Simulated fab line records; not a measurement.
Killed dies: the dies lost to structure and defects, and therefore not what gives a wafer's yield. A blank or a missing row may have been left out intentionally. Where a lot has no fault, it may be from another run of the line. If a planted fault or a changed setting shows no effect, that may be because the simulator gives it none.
fab line records	flow n5Finfet
[record] lots = 6	wafers = 18	lastDay = 18
route steps=1938 shown BEOL_M13@1663
lots untouched by any fault: they come from a run of this same line in which no faults occurred
startH: start of the lot's first displayed wafer, in hours after the record's first day	waitH: hours elapsed since this lot's preceding step	" repeats the value in the row above	L1.1+2: several wafers, shown together as one row	- no value present, or no start provided	* or withheld: withheld	< > ~ a bound
route shown NAME@n: NAME is a module with steps in the file, n the number in the route of the first one	usual: the fault-free wafers' mean and standard deviation	same: alike in all rows	chamber/n: place in a boat	sites: per-site readings	_std_site: standard deviation of those values	_edge_site: outer sites' mean less inner sites'	radiusMm: for every site, how far away it sits from the centre of the wafer	mask NAME#n: copy n	behind: tool/chamber where the wafer was last shaped	hold: reason for holding the lot/hours on hold/outcome of the hold	device: the n, p or np transistor that did not switch	end of line: the route-end tests of the same wafers	for a step that has no rows: nothing shown but its recipe	killed: not the wafer's yield, but the dies lost to structure and defects at the first sort	map: the dies of a wafer, with x for killed, . for not killed, _ for no die there
set.NAME: the setting that was run; set.NAME@STEP: the one run at that earlier step	model.NAME: the simulator's own value behind a step, which no gauge read
lots at some steps of the route; a table a step, a row a wafer
services: from which hour (startH, from the record's first day; less than 0 if before it) a tool's chamber was out of use, for how many hours, and why
[[steps]]
[step N5_BEOL_M13_EBR_06]
[recipe] solvent = PGMEA	ebrWidthMm = 1.5
[step N5_BEOL_M13_SOFTBAKE_05]
[recipe] tempC = 130	timeS = 60
[step N5_BEOL_M13_EXPOSE_07]
[recipe] maskId = V12	na = 0.93	sourceShape = conventional	sigmaOuter = 0.6	polarization = unpolarized	attpsmPhaseDeg = 180	doseMj = 24.8
[step N5_BEOL_M13_PEB_08]
[recipe] pebTempC = 130	pebTimeS = 90
[step N5_BEOL_M13_DEVELOP_09]
[recipe] developTimeS = 45	rinseLiquid = diw	dry = airSpin	devTempC = 21
[step N5_BEOL_M13_HARDBAKE_14]
[recipe] tempC = 130	timeS = 120
[step N5_BEOL_M13_CD_MEAS_10]
[recipe] targetCdNm = 190	landingEnergyEv = 500	detector = seInlens	polarity = opening
[usual] cdNm = 189.7/1.2
lot.wafer	tool	chamber	startH	waitH	cdNm
L223.2	cdSem-02	0	237.59	-	192.0
L223.3	"	0	"	"	191.8
L223.6	"	0	"	"	193.2
L228.1	cdSem-01	0	278.27	-	189.0
L228.2	"	0	"	"	189.1
L228.4	"	0	"	"	189.4
L241.2	cdSem-01	0	354.38	-	190.9
L241.4	"	0	"	"	190.0
L241.5	"	0	"	"	190.3
L242.1	cdSem-03	0	364.38	-	189.4
L242.4	"	0	"	"	190.1
L242.6	"	0	"	"	189.1
L245.4	cdSem-02	0	372.37	-	189.2
L245.5	"	0	"	"	188.3
L245.6	"	0	"	"	188.4
L244.1	cdSem-01	0	390.02	-	188.4
L244.2	"	0	"	"	188.9
L244.6	"	0	"	"	188.1
[step N5_BEOL_M13_OVL_MEAS_11]
[recipe] pointsPerWafer = 44
[usual] V12_OVL = 2/7.5
lot.wafer	tool	chamber	startH	waitH	V12_OVL[nm]
L223.2	overlay-02	0	237.62	0.0	-13
L223.3	"	0	"	"	-3
L223.6	"	0	"	"	-16
L228.1	overlay-02	0	278.30	0.0	-8
L228.2	"	0	"	"	-8
L228.4	"	0	"	"	-10
L241.2	overlay-02	0	354.40	0.0	-8
L241.4	"	0	"	"	-13
L241.5	"	0	"	"	-1
L242.1	overlay-01	0	364.42	0.0	3
L242.4	"	0	"	"	-1
L242.6	"	0	"	"	-6
L245.4	overlay-02	0	372.39	0.0	5
L245.5	"	0	"	"	2
L245.6	"	0	"	"	11
L244.1	overlay-01	0	390.05	0.0	21
L244.2	"	0	"	"	15
L244.6	"	0	"	"	10
[step N5_BEOL_M13_INSPECT_12]
[recipe] mode = adi	inspectInstrument = macro
[usual] rawDefectCount = 2.0/1.4
lot.wafer	tool	chamber	startH	waitH	rawDefectCount
L223.2	defectInspect-02	-	237.65	0.0	2
L223.3	"	-	"	"	1
L223.6	"	-	"	"	3
L228.1	defectInspect-02	-	278.33	0.0	2
L228.2	"	-	"	"	1
L228.4	"	-	"	"	0
L241.2	defectInspect-02	-	354.43	0.0	3
L241.4	"	-	"	"	2
L241.5	"	-	"	"	2
L242.1	defectInspect-01	-	364.44	0.0	4
L242.4	"	-	"	"	1
L242.6	"	-	"	"	1
L245.4	defectInspect-02	-	372.42	0.0	4
L245.5	"	-	"	"	4
L245.6	"	-	"	"	3
L244.1	defectInspect-01	-	390.07	0.0	0
L244.2	"	-	"	"	3
L244.6	"	-	"	"	2
[step N5_BEOL_M13_DESCUM_15]
[recipe] chemistry = O2	timeS = 7.9	sourcePowerW = 50	biasPowerW = 20	pressureMtorr = 20	rfFrequencyHz = 2.712e+07	tempC = 40	o2FlowSccm = 225
[usual] drypumpMotorCurrentA = 5.7/0.46	oesProductAu = 0.83/0.073	rfFwdPowerW = 49.31/0.27	rfVppV = 243.6/1.5	showerheadPlenumPTorr = 2.12/0.082	throttleValvePct = 20.41/0.2
lot.wafer	tool	chamber	startH	waitH	drypumpMotorCurrentA	oesProductAu	rfFwdPowerW	rfHoursCounterH	rfVppV	showerheadPlenumPTorr	throttleValvePct
L223.2	rieDiel-01	2	237.68	0.0	5.5	0.95	49.46	6	243.8	2.06	20.19
L223.3	"	0	"	"	5.1	0.86	49.70	67	245.0	2.22	20.48
L223.6	"	0	"	"	5.1	0.84	49.53	-	244.8	2.22	20.50
L228.1	rieDiel-03	1	278.36	0.0	5.9	0.83	49.27	75	243.6	2.12	20.41
L228.2	"	2	"	"	5.4	0.79	48.75	117	242.6	2.20	20.79
L228.4	"	0	"	"	5.2	0.91	49.59	12	245.4	2.23	20.34
L241.2	rieDiel-04	3	354.46	0.0	6.5	0.99	49.27	0	244.0	2.24	20.19
L241.4	"	2	"	"	5.7	0.90	49.73	26	243.3	2.14	20.36
L241.5	"	0	"	"	5.8	0.87	49.20	-	243.2	2.12	20.23
L242.1	rieDiel-04	0	364.50	0.1	5.7	0.87	49.23	39	243.5	2.12	20.25
L242.4	"	3	"	"	6.5	0.98	49.34	3	243.7	2.24	20.19
L242.6	"	2	"	"	5.8	0.90	49.61	-	243.1	2.14	20.37
L245.4	rieDiel-04	1	372.78	0.4	5.7	0.77	48.86	132	241.9	2.02	20.23
L245.5	"	1	"	"	5.7	0.76	48.95	-	242.1	2.02	20.21
L245.6	"	2	"	"	5.8	0.88	49.35	-	241.9	2.14	20.38
L244.1	rieDiel-03	2	390.11	0.0	5.4	0.76	48.95	145	244.3	2.19	20.84
L244.2	"	3	"	"	4.7	0.77	49.86	114	241.2	2.01	20.71
L244.6	"	2	"	"	5.4	0.76	48.97	-	244.8	2.19	20.82
[step N5_BEOL_M13_ETCH_59]
[recipe] chemistry = N2/H2	target = BARC	targetDepthA = 890	overetchA = 267	timeS = 67.9	ionEnergyEv = 200	pressureMtorr = 30	sourceW = 840	biasW = 150	n2FlowSccm = 200	h2FlowSccm = 200
[usual] drypumpMotorCurrentA = 5.7/0.46	oesProductAu = 0.71/0.058	rfFwdPowerW = 832/3.7	rfVppV = 524.7/2.8	showerheadPlenumPTorr = 2.57/0.098	throttleValvePct = 17.81/0.2
lot.wafer	tool	chamber	startH	waitH	drypumpMotorCurrentA	oesProductAu	rfFwdPowerW	rfHoursCounterH	rfVppV	showerheadPlenumPTorr	throttleValvePct
L223.2	rieDiel-01	2	237.71	0.0	5.5	0.81	831	6	523.3	2.50	17.69
L223.3	"	0	"	"	5.1	0.71	833	67	528.3	2.69	17.97
L223.6	"	0	"	"	5.1	0.72	837	-	527.8	2.69	17.95
L228.1	rieDiel-03	1	278.40	0.0	5.9	0.71	833	75	524.9	2.56	17.78
L228.2	"	2	"	"	5.4	0.68	831	117	527.1	2.66	18.17
L228.4	"	0	"	"	5.3	0.77	837	12	529.7	2.72	17.72
L241.2	rieDiel-04	3	354.50	0.0	6.5	0.82	831	0	529.3	2.71	17.55
L241.4	"	2	"	"	5.8	0.77	838	26	525.0	2.59	17.68
L241.5	"	0	"	"	5.8	0.74	836	-	525.4	2.59	17.68
L242.1	rieDiel-04	0	364.53	0.0	5.8	0.74	831	39	526.1	2.59	17.71
L242.4	"	3	"	"	6.5	0.82	829	3	528.4	2.71	17.54
L242.6	"	2	"	"	5.8	0.76	832	-	525.8	2.59	17.69
L245.4	rieDiel-04	1	372.82	0.0	5.7	0.66	832	132	522.6	2.45	17.71
L245.5	"	1	"	"	5.7	0.65	835	-	523.2	2.45	17.71
L245.6	"	2	"	"	5.8	0.76	835	-	525.5	2.59	17.67
L244.1	rieDiel-03	2	390.14	0.0	5.4	0.66	827	145	526.6	2.65	18.23
L244.2	"	3	"	"	4.8	0.67	837	114	520.7	2.45	18.13
L244.6	"	2	"	"	5.4	0.66	829	-	526.9	2.65	18.22
[step N5_BEOL_M13_VIA_ETCH_16]
[recipe] chemistry = C4F8/O2/Ar	target = SiOC	pressureMtorr = 30	sourceW = 3000	biasW = 700	Ar_flow_sccm = 400	C4F8_flow_sccm = 15	O2_flow_sccm = 8	heInnerTorr = 15	heOuterTorr = 30	targetDepthA = 9217	timeS = withheld	ionEnergyEv = 250	ends = cleared
[usual] drypumpMotorCurrentA = 5.7/0.46	oesProductAu = 0.75/0.065	rfFwdPowerW = 2992/9.3	rfVppV = 666/3.6	showerheadPlenumPTorr = 3.46/0.12	throttleValvePct = 24.17/0.21
lot.wafer	tool	chamber	startH	waitH	drypumpMotorCurrentA	oesProductAu	rfFwdPowerW	rfVppV	showerheadPlenumPTorr	throttleValvePct
L223.2	rieDiel-01	2	237.77	0.0	5.6	0.85	2989	663	3.38	24.06
L223.3	"	0	"	"	5.1	0.76	2985	671	3.60	24.22
L223.6	"	0	"	"	5.1	0.76	2988	672	3.60	24.22
L228.1	rieDiel-03	1	278.45	0.0	5.9	0.75	2991	667	3.46	24.17
L228.2	"	2	"	"	5.4	0.71	2995	669	3.56	24.51
L228.4	"	0	"	"	5.2	0.83	3007	671	3.64	24.20
L241.2	rieDiel-04	3	354.55	0.0	6.4	0.88	2997	673	3.64	24.00
L241.4	"	2	"	"	5.8	0.82	2985	668	3.48	24.12
L241.5	"	0	"	"	5.8	0.79	2989	667	3.48	24.14
L242.1	rieDiel-04	0	364.58	0.0	5.8	0.78	2994	667	3.48	24.16
L242.4	"	3	"	"	6.5	0.87	2998	672	3.64	24.00
L242.6	"	2	"	"	5.8	0.81	2989	667	3.48	24.15
L245.4	rieDiel-04	1	372.87	0.0	5.7	0.69	2988	663	3.29	23.91
L245.5	"	1	"	"	5.7	0.69	2990	662	3.29	23.89
L245.6	"	2	"	"	5.8	0.80	2988	668	3.48	24.13
L244.1	rieDiel-03	2	390.19	0.0	5.4	0.69	2994	669	3.55	24.54
L244.2	"	3	"	"	4.8	0.71	3000	663	3.30	24.46
L244.6	"	2	"	"	5.4	0.70	2986	669	3.55	24.54
[step N5_BEOL_M13_STRIP_63]
[recipe] chemistry = N2/H2	powerW = 1000	tempC = 250	h2Frac = 0.65	overashFraction = 0.3	pressureMtorr = 1000	n2FlowSccm = 1750	h2FlowSccm = 3250
[usual] chamberPressureMTorr = 1000.1/0.88	drypumpMotorCurrentA = 5.7/0.4	heaterPowerW = 324/31	oesProductAu = 0.673/0.0053	stripTimeToEndpointS = 27.4/1
lot.wafer	tool	chamber	startH	waitH	chamberPressureMTorr	drypumpMotorCurrentA	heaterPowerW	oesProductAu	rfHoursCounterH	stripTimeToEndpointS	model.coat_of_BEOL_M13_COAT_04.thkNm
L223.2	plasmaAsher-02	0	238.01	-	999.2	5.7	306	0.689	111	29.0	0
L223.3	"	0	"	"	1001.9	5.7	306	0.672	-	28.2	0
L223.6	"	1	"	"	1000.9	6.2	315	0.666	-	26.7	0
L228.1	plasmaAsher-01	1	278.69	-	1000.2	5.1	381	0.676	84	27.8	0
L228.2	"	0	"	"	1001.3	5.6	324	0.669	84	27.1	0
L228.4	"	1	"	"	1000.3	5.1	388	0.671	-	25.9	0
L241.2	plasmaAsher-02	1	354.78	-	-	-	-	-	-	-	64.6
L241.4	"	1	"	"	-	-	-	-	-	-	65.8
L241.5	"	0	"	"	-	-	-	-	-	-	62.8
L242.1	plasmaAsher-02	0	364.82	-	-	-	-	-	-	-	77.6
L242.4	"	0	"	"	-	-	-	-	-	-	71.4
L242.6	"	1	"	"	-	-	-	-	-	-	69.8
L245.4	plasmaAsher-01	0	373.13	-	1000.7	5.6	307	0.678	-	28.2	0
L245.5	"	0	"	"	999.2	5.6	314	0.675	-	27.8	0
L245.6	"	1	"	"	999.3	5.1	389	0.670	-	26.5	0
L244.1	plasmaAsher-01	1	390.43	-	1000.3	5.1	390	0.680	106	28.4	0
L244.2	"	0	"	"	999.6	5.6	323	0.675	106	29.0	0
L244.6	"	1	"	"	999.6	5.1	390	0.668	-	26.6	0
[step N5_BEOL_M13_STRIP_64]
[recipe] chemistry = N2/H2	powerW = 1000	tempC = 250	h2Frac = 0.65	overashFraction = 0.3	pressureMtorr = withheld	n2FlowSccm = 1750	h2FlowSccm = 3250
[usual] drypumpMotorCurrentA = 5.8/0.4	h2FlowSccm = 3250/9.1	heaterPowerW = 323/32	oesProductAu = 0.714/0.0048	stripTimeToEndpointS = 31.32/0.077
lot.wafer	tool	chamber	startH	waitH	drypumpMotorCurrentA	h2FlowSccm	heaterPowerW	oesProductAu	rfHoursCounterH	stripTimeToEndpointS
L223.2	plasmaAsher-02	0	238.07	0.0	5.7	3255	298	0.715	111	31.33
L223.3	"	0	"	"	5.7	3259	301	0.719	-	31.25
L223.6	"	1	"	"	6.2	3260	317	0.713	-	31.35
L228.1	plasmaAsher-01	1	278.75	0.0	5.1	3269	391	0.719	84	31.28
L228.2	"	0	"	"	5.6	3249	316	0.712	84	31.26
L228.4	"	1	"	"	5.1	3258	391	0.704	-	31.26
L241.2	plasmaAsher-02	1	354.84	0.0	6.2	3243	318	0.694	136	50.62
L241.4	"	1	"	"	6.3	3245	323	0.702	-	50.91
L241.5	"	0	"	"	5.7	3270	296	0.697	-	50.12
L242.1	plasmaAsher-02	0	364.88	0.0	5.7	3270	295	0.702	138	54.00
L242.4	"	0	"	"	5.6	3259	297	0.703	-	52.45
L242.6	"	1	"	"	6.2	3246	323	0.707	-	52.00
L245.4	plasmaAsher-01	0	373.19	0.0	5.6	3253	320	0.721	-	31.25
L245.5	"	0	"	"	5.6	3236	320	0.716	-	31.33
L245.6	"	1	"	"	5.1	3250	390	0.717	-	31.26
L244.1	plasmaAsher-01	1	390.49	0.0	5.0	3242	393	0.711	106	31.43
L244.2	"	0	"	"	5.6	3245	314	0.715	106	31.33
L244.6	"	1	"	"	5.1	3244	380	0.719	-	31.45
[step N5_BEOL_M13_STRIP_71]
[recipe] chemistry = postEtchResidueRemover	timeS = 60	tempC = 25	removerPh = withheld	removerWaterWtPct = withheld	removerFluorideWtPct = withheld
[[services]]
tool	chamber	startH	hours	kind
rieDiel-04	-	226.56	15.6	pm
rieDiel-04	0	242.16	-	clean
rieDiel-04	0	242.16	-	consumableReplace:focusRing
rieDiel-04	0	242.16	16.1	scheduledDown
rieDiel-04	0	242.16	16.1	ventCycle
rieDiel-04	1	246.44	6.6	repair
plasmaAsher-01	-	246.73	1.9	repair
rieDiel-04	2	248.61	3.7	repair
rieDiel-04	2	258.24	-	clean
rieDiel-04	2	258.24	-	consumableReplace:focusRing
rieDiel-04	2	258.24	21.9	scheduledDown
plasmaAsher-01	-	262.42	4.5	repair
rieDiel-01	0	269.66	2.1	repair
rieDiel-01	0	275.75	4.7	repair
rieDiel-03	3	282.13	10.9	repair
rieDiel-03	-	298.97	15.6	pm
rieDiel-01	2	321.53	13.2	repair
rieDiel-04	1	326.25	8.7	repair
plasmaAsher-02	-	327.58	1.1	repair
rieDiel-04	3	329.91	4.1	repair
rieDiel-04	2	347.19	1.6	repair
rieDiel-03	-	367.22	0.3	repair
plasmaAsher-01	-	380.52	2.7	repair
rieDiel-04	2	381.90	8.8	repair
[[key]]
[firstSign] step = N5_BEOL_M13_STRIP_63	reading = toolRecord	direction = missing
[effect] step = N5_BEOL_M13_STRIP_64	reading = stripTimeToEndpointS	direction = up	sigmas = 99+	usual = *	struck = *
[modelEffect] step = N5_BEOL_M13_STRIP_63	value = coat_of_BEOL_M13_COAT_04.thkNm	without = 0	struck = 68.67
metAt N5_BEOL_M13_STRIP_63
struckWafers L241.2,L241.4,L241.5,L242.1,L242.4,L242.6
onsetBetween 238.01 354.78
[fault] kind = skippedStepWhole	tool = plasmaAsher-02	chamber = -	onsetH = 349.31	steps = N5_BEOL_M13_STRIP_63	scope = struckLotsOnly
